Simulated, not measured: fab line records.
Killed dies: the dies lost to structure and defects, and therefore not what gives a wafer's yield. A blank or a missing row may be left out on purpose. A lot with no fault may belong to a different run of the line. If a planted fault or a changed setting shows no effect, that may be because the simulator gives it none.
fab line records	flow nand-harc
record lots=6	wafers=18	last-day=32
route steps=1302 shown A_STAIRCASE@854
lots untouched by any fault: they come from a run of this same line in which no faults occurred
start-h: the number of hours between the record's first day and the start of the first shown wafer of the lot	wait-h: how many hours have passed since the lot's step before this one	" as in the row above	L1.1+2: several wafers, shown together as one row	- no value, or no start given	* or withheld: withheld	< > ~ a bound
route shown NAME@n: names a module that has steps shown in the file, with the first one's number in the route	usual: mean and standard deviation over wafers with no fault	same: alike in all rows	chamber/n: place in a boat	sites: the reading at each site	_std_site: the values' standard deviation	_edge_site: the outer-site mean with the inner-site mean subtracted	radius-mm: how far each site lies from the wafer's centre	mask NAME#n: copy n	behind: the most recent tool/chamber to have shaped the wafer	hold: reason for holding the lot/hours on hold/outcome of the hold	device: the transistor (n, p or np) that didn't switch	end of line: the same wafers' tests at the end of the route	step lacking rows: just its recipe	killed: dies lost to structure and defects at the first sort, not the wafer's yield	map: per-die view of a wafer (x killed, . not killed, _ where there is no die)
set.NAME: the setting the step ran with; set.NAME@STEP: the setting that earlier step ran with	model.NAME: the simulator's own value behind a step, which no gauge read
lots at selected steps of the route; one table per step, one row per wafer
services: the hour from which a tool's chamber was out of use, counted from the record's first day as start-h (under 0 if before that day), plus the number of hours and why
## steps
# step NHARC_A_STAIRCASE_ANNEAL_323
# recipe temp-c=750	time-s=1800
# step NHARC_A_STAIRCASE_DEP_325
# recipe target-thk-a=72000	temp-c=400	target-thk-nm=7200	teos-flow-sccm=200	rf-w=500	material=SiO2
# usual heater-power-w=624/86
lot.wafer	tool	chamber	start-h	wait-h	heater-power-w
L713.3	pecvd-02	2	427.08	0.1	786
L713.1	"	0	"	"	577
L713.5	"	0	"	"	449
L716.2	pecvd-02	0	457.45	0.1	480
L716.3	"	2	"	"	712
L716.4	"	0	"	"	458
L725.1	pecvd-02	0	569.20	0.1	513
L725.2	"	1	"	"	725
L725.4	"	2	"	"	641
L728.2	pecvd-04	0	569.20	0.1	627
L728.3	"	1	"	"	755
L728.5	"	1	"	"	622
L733.3	pecvd-02	1	618.12	0.3	643
L733.4	"	2	"	"	664
L733.5	"	0	"	"	453
L734.3	pecvd-03	1	638.16	0.3	697
L734.1	"	2	"	"	530
L734.4	"	1	"	"	655
# step NHARC_A_STAIRCASE_ANNEAL_326
# recipe temp-c=750	time-s=1800
# step NHARC_A_STAIRCASE_DEHYDRATE_433
# recipe temp-c=150	time-s=120
# step NHARC_A_STAIRCASE_HMDS_434
# recipe time-s=30
# step NHARC_A_STAIRCASE_COAT_435
# recipe spin-rpm=1200
# step NHARC_A_STAIRCASE_SOFTBAKE_436
# recipe temp-c=135	time-s=170
# step NHARC_A_STAIRCASE_EBR_437
# step NHARC_A_STAIRCASE_EXPOSE_438
# recipe na=0.5	dose-mj=28.97	mask-id=STAIR_REV
# step NHARC_A_STAIRCASE_PEB_439
# recipe peb-temp-c=115	peb-time-s=130
# step NHARC_A_STAIRCASE_DEVELOP_440
# recipe time-s=140
# usual chill-plate-temp-C=23.00/0.098	exhaust-pa=45.2/0.72
lot.wafer	tool	chamber	start-h	wait-h	chill-plate-temp-C	exhaust-pa
L713.1	litho-track-03	0	437	-	23.08	44.9
L713.3	"	0	"	"	23.01	44.7
L713.5	"	0	"	"	23.05	46.0
L716.2	litho-track-05	0	465	-	23.13	46.2
L716.3	"	0	"	"	22.98	44.7
L716.4	"	0	"	"	22.96	45.9
L728.2	litho-track-03	-	577	-	-	-
L728.3	"	-	"	"	-	-
L728.5	"	-	"	"	-	-
L725.1	litho-track-03	-	577	-	-	-
L725.2	"	-	"	"	-	-
L725.4	"	-	"	"	-	-
L733.3	litho-track-02	0	627	-	23.02	45.0
L733.4	"	0	"	"	23.02	45.2
L733.5	"	0	"	"	23.02	44.6
L734.1	litho-track-03	0	648	-	23.13	45.4
L734.3	"	0	"	"	22.99	45.8
L734.4	"	0	"	"	22.93	46.1
## services
tool	chamber	start-h	hours	kind
pecvd-02	-	408.13	13.0	pm
pecvd-02	0	408.13	13.0	vent-cycle
pecvd-02	1	408.13	13.0	vent-cycle
pecvd-02	2	408.13	13.0	vent-cycle
pecvd-02	0	421.13	-	clean
pecvd-02	1	421.13	-	clean
pecvd-02	2	421.13	-	clean
litho-track-03	-	450.00	7.0	pm
pecvd-04	-	450.44	13.0	pm
litho-track-05	-	474.00	7.0	pm
pecvd-02	-	481.12	0.6	repair
pecvd-04	1	506.66	11.5	repair
pecvd-03	-	547.06	13.0	pm
litho-track-02	-	577.01	7.0	pm
pecvd-04	2	582.05	17.2	repair
pecvd-02	-	589.13	13.0	pm
pecvd-02	0	589.13	13.0	vent-cycle
pecvd-02	1	589.13	13.0	vent-cycle
pecvd-02	2	589.13	13.0	vent-cycle
pecvd-02	0	602.13	-	clean
pecvd-02	1	602.13	-	clean
litho-track-03	-	625.00	7.0	pm
pecvd-04	-	631.44	13.0	pm
pecvd-04	-	645.91	0.9	repair
## key
first-sign step=NHARC_A_STAIRCASE_DEVELOP_440	reading=tool-record	direction=missing
effect none on later readings
met-at NHARC_A_STAIRCASE_DEVELOP_440
struck-wafers L725.1,L725.2,L725.4,L728.2,L728.3,L728.5
later-rows-left-out L725.1,L725.2,L725.4,L728.2,L728.3,L728.5
sort-left-out L725.1,L725.2,L725.4,L728.2,L728.3,L728.5
tester-left-out L725,L728
onset-between 437 577
fault kind=skipped-step-whole	tool=litho-track-03	chamber=-	onset-h=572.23	steps=NHARC_A_STAIRCASE_DEVELOP_440	scope=struck-lots-only
# tester-left-out: of these lots the tester's yield and bins aren't shown, on N5 and GAA mostly nor the transistor test; their killed dies are dies lost to structure and defects alone, not to doping, threshold or leakage, so they don't give the yield
# sort-left-out: the simulated sort isn't trusted on such a fault, so these wafers' sort isn't shown, and their yield isn't known
# later-rows-left-out: the simulator's readings of these wafers behind a module that went badly wrong aren't trusted and aren't shown, but for the sort
